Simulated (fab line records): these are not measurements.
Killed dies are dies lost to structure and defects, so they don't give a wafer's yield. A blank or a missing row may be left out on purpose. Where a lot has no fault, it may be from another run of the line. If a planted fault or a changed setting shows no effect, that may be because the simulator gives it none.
What tool caused it? :: flow nandHarc :: 6 lots with 18 wafers sampled at 5 steps, on a route of 1302 steps

WHAT THE GAUGES READ, wafer by wafer
NHARC_END_SORT_01.
lot: L241
measured: day 28 20:40
on: prober-02
killedAtArray: 102 45 41

WHICH TOOL RAN EACH LOT (tool, then ch and the chambers of the sampled wafers, then the start)
lot: L231
NHARC_A_STAIRCASE_STRIP_296: wetBench-06 ch 3,4,5, day 17 10:26
NHARC_A_BONDPAD_ETCH_12: rieDiel-01 ch 0,1, day 23 21:05 or earlier
NHARC_A_BONDPAD_ANNEAL_28: rtpAnneal-01 ch 0, day 23 21:05
NHARC_THIN_TSV_PVD_51: pvdSputter-02, no start

lot: L235
NHARC_A_STAIRCASE_STRIP_296: wetBench-03 ch 1,2,5, day 18 10:53
NHARC_A_BONDPAD_ETCH_12: rieDiel-03 ch 1,2,3, day 24 03:21 or earlier
NHARC_A_BONDPAD_ANNEAL_28: rtpAnneal-02 ch 0, day 24 03:21
NHARC_THIN_TSV_PVD_51: pvdSputter-02, no start

lot: L241
NHARC_A_STAIRCASE_STRIP_296: wetBench-04 ch 2,6,7, day 21 10:16
NHARC_A_BONDPAD_ETCH_12: rieDiel-07 ch 0,1,2, day 27 14:38 or earlier
NHARC_A_BONDPAD_ANNEAL_28: rtpAnneal-02 ch 0, day 27 14:38
NHARC_THIN_TSV_PVD_51: pvdSputter-01, day 28 20:40 or earlier

lot: L248
NHARC_A_STAIRCASE_STRIP_296: wetBench-06 ch 1,2,3, day 24 02:26
NHARC_A_BONDPAD_ETCH_12: rieDiel-03 ch 1,3, day 30 19:46 or earlier
NHARC_A_BONDPAD_ANNEAL_28: rtpAnneal-02 ch 0, day 30 19:46
NHARC_THIN_TSV_PVD_51: pvdSputter-03, no start

lot: L250
NHARC_A_STAIRCASE_STRIP_296: wetBench-03 ch 1,2,7, day 24 18:55
NHARC_A_BONDPAD_ETCH_12: rieDiel-01 ch 0,1,3, day 31 02:10 or earlier
NHARC_A_BONDPAD_ANNEAL_28: rtpAnneal-02 ch 0, day 31 02:10
NHARC_THIN_TSV_PVD_51: pvdSputter-03, no start

lot: L252
NHARC_A_STAIRCASE_STRIP_296: wetBench-04 ch 0,5,6, day 25 15:10
NHARC_A_BONDPAD_ETCH_12: rieDiel-03 ch 0,1,2, day 32 03:29 or earlier
NHARC_A_BONDPAD_ANNEAL_28: rtpAnneal-01 ch 0, day 32 03:29
NHARC_THIN_TSV_PVD_51: pvdSputter-02, no start
- NHARC_A_STAIRCASE_STRIP_296: strips in SPM, time 900 s.
- NHARC_A_BONDPAD_ETCH_12: etches the open film in CHF3/O2, target depth 220 nm, time 110 s.
- NHARC_A_BONDPAD_ANNEAL_28: time 90 s.
- NHARC_THIN_TSV_PVD_51: deposits Cu, target thk 100 nm.

THE ANSWER, worked out from the rows above alone
Rule: what is usual is taken from the lots themselves. The widest of any qualifying gaps counts: lots, ordered by their means at a reading, are off when they make up no more than a third of the lots, leave a main group of 4 or more, and stand apart from it by 3 or more times the standard deviation of that group's means. If all means in a main group match to the digits the tables above print for the reading, that group is not used. A lot without any number at a reading at which 4 lots or more have one is off too. All remaining lots with rows at the step are treated as sound.
No lot is off at any reading shown: from this, nothing can be told.

WHAT THE SIMULATOR HAD PUT IN
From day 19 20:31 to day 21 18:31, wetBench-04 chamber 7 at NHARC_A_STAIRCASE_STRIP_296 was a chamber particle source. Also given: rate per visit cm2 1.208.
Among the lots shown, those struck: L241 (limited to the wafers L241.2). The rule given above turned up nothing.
